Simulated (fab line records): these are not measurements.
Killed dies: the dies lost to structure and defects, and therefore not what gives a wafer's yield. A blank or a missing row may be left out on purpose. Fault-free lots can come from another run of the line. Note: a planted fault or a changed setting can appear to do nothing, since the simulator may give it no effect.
A struck lot beside a sound one	flow nand_harc	23 steps out of a route of 1302
Sound: the wafers L787.1, L787.4, L787.5. Struck: wafers L794.2, L794.3, L794.5. The cause is named last.
For every step that has rows: the tool of each side, followed by ch and its chambers, followed by its first start. Under that, the readings that differ: sound wafers	struck wafers	difference of the means	sigmas: that difference in standard deviations of wafers without a fault.
alike: readings with means less than 2 such deviations apart, plus words and numbers identical on both sides. not compared: withheld readings, readings lacking a value on some wafer, bounds such as >300 that could conceal the same value, and numbers that have no deviation in the record and whose values overlap.
The two part at a step that has a row with sigmas, a row that says differs or no value, or rows on one side only. When numbers do not overlap yet have no deviation, they are printed without sigmas and do not part them. A reading missing from all wafers of one side parts the sides only when that side holds two or more wafers.

NHARC_A_CHANNEL_HOLE_D1_ETCH_16: etches the open film in O2/COS, target depth 3100 nm, time 806 s.
  sound: rie_diel-04 ch 0,1,3; struck: rie_diel-06 ch 0,1,2
  alike: drypump_motor_current_A, oes_product_au, rf_vpp_V, showerhead_plenum_p_Torr, throttle_valve_pct
  not compared: rf_hours_counter_h
NHARC_A_CHANNEL_HOLE_D1_CD_MEAS_18:
  sound on cd_sem-03 at day 8 05:36; struck on cd_sem-03 at day 12 01:31
  alike: cd_nm
NHARC_A_CHANNEL_HOLE_D1_ETCH_19: etches the open film in C4F8/O2/Ar, time 34.5 s.
  sound on har_etch-02 ch 0,1, day 8 05:41; struck on har_etch-01 ch 0,1, day 12 03:50
  alike: drypump_motor_current_A, he_backside_leak_sccm, oes_air_line_au, showerhead_plenum_p_Torr, throttle_valve_pct
  not compared: rf_hours_counter_h
NHARC_A_CHANNEL_HOLE_D1_ETCH_20: etches the open film in C4F8/O2/Ar, time 361.9 s, target depth 1600 nm.
  sound on har_etch-02 ch 0,1, day 8 05:47; struck on har_etch-01 ch 0,1, day 12 03:57
  alike: drypump_motor_current_A, he_backside_leak_sccm, oes_air_line_au, showerhead_plenum_p_Torr, throttle_valve_pct
  not compared: rf_hours_counter_h
then, 5 steps without rows for these wafers: NHARC_A_CHANNEL_HOLE_D1_ETCH_21 (etches the open film in C4F8/O2/Ar, time 514.3 s, target depth 1600 nm); NHARC_A_CHANNEL_HOLE_D1_ETCH_22 (etches the open film in C4F8/O2/Ar, time 666.7 s, target depth 1600 nm); NHARC_A_CHANNEL_HOLE_D1_ETCH_23 (etches the open film in C4F8/O2/Ar, time 819 s, target depth 1600 nm); NHARC_A_CHANNEL_HOLE_D1_ETCH_24 (etches the open film in C4F8/O2/Ar, time 906.2 s, target depth 1500 nm); NHARC_A_CHANNEL_HOLE_D1_ETCH_25 (etches the open film in C4F8/O2/Ar, time 1040.2 s, target depth 1500 nm).
NHARC_A_CHANNEL_HOLE_D1_ETCH_26: etches the open film in C4F8/O2/Ar, time 224.1 s, target depth 300 nm.
  sound on har_etch-02 ch 0,1, day 8 09:28; struck on har_etch-01 ch 0,1, day 12 07:36
  alike: drypump_motor_current_A, he_backside_leak_sccm, oes_air_line_au, showerhead_plenum_p_Torr, throttle_valve_pct
  not compared: rf_hours_counter_h
then, 2 steps without rows for these wafers: NHARC_A_CHANNEL_HOLE_D1_ETCH_33 (etches the open film in C4F8/O2/Ar, time 90 s, target depth 400 nm); NHARC_A_CHANNEL_HOLE_D1_STRIP_41 (strips in N2/H2).
NHARC_A_CHANNEL_HOLE_D1_STRIP_42: strips in CF4/CHF3.
  sound on rie_diel-06 ch 0,1,3, day 8 10:19; struck on rie_diel-06 ch 0,2,3, day 12 08:25
then, 5 steps without rows for these wafers: NHARC_A_CHANNEL_HOLE_D1_STRIP_43 (strips in O2/COS); NHARC_A_CHANNEL_HOLE_D1_ETCH_44 (etches the open film in CF4/O2, target depth 140 nm, overetch 14 nm, time 77 s); NHARC_A_CHANNEL_HOLE_D1_STRIP_27 (strips in O2); NHARC_A_CHANNEL_HOLE_D1_PRECLEAN_28 (cleans in SC1); NHARC_A_CHANNEL_HOLE_D1_SRD_29.
NHARC_A_CHANNEL_HOLE_D1_CD_MEAS_30:
  sound on cd_sem-03 at day 8 11:13; struck on cd_sem-01 at day 12 09:20
  alike: cd_nm
NHARC_A_CHANNEL_HOLE_D1_XSEM_31:
  sound on xsem-02 ch 0, day 8 11:19; struck on xsem-01 ch 0, day 12 09:26
reading	sound	struck	difference	sigmas
bot_cd_nm (nm)	71.2 70.4 72.5	76.4 74.7 75.7	+4.2	+2
tilt_deg (degrees)	-0.03 -0.03 -0.03	0.13 0.13 0.13	+0.16	+4
  alike: bow_nm
NHARC_A_CHANNEL_HOLE_D1_INSPECT_40:
  sound on defect_inspect-02 at day 8 11:25; struck on defect_inspect-01 at day 12 09:31
reading	sound	struck	difference	sigmas
raw_defect_count	83 100 97	399 409 422	+317	+12
then, 1 step without rows for these wafers: NHARC_A_CHANNEL_FILL_D1_PRECLEAN_00 (cleans in SC1).
-- jump in the record: it breaks off in module A_CHANNEL_FILL_D1 and resumes in module END (first step shown: number 1302 of the route), and 16 days separate the struck wafers' starts before and after --
NHARC_END_SORT_01:
  here the record holds rows for the struck wafers (prober-02 ch 0, day 28 07:30) but none for the sound ones

== WHERE THEY PART ==
Earliest at NHARC_A_CHANNEL_HOLE_D1_XSEM_31; latest, in this record, at NHARC_END_SORT_01.

WHY: what the simulator had put in
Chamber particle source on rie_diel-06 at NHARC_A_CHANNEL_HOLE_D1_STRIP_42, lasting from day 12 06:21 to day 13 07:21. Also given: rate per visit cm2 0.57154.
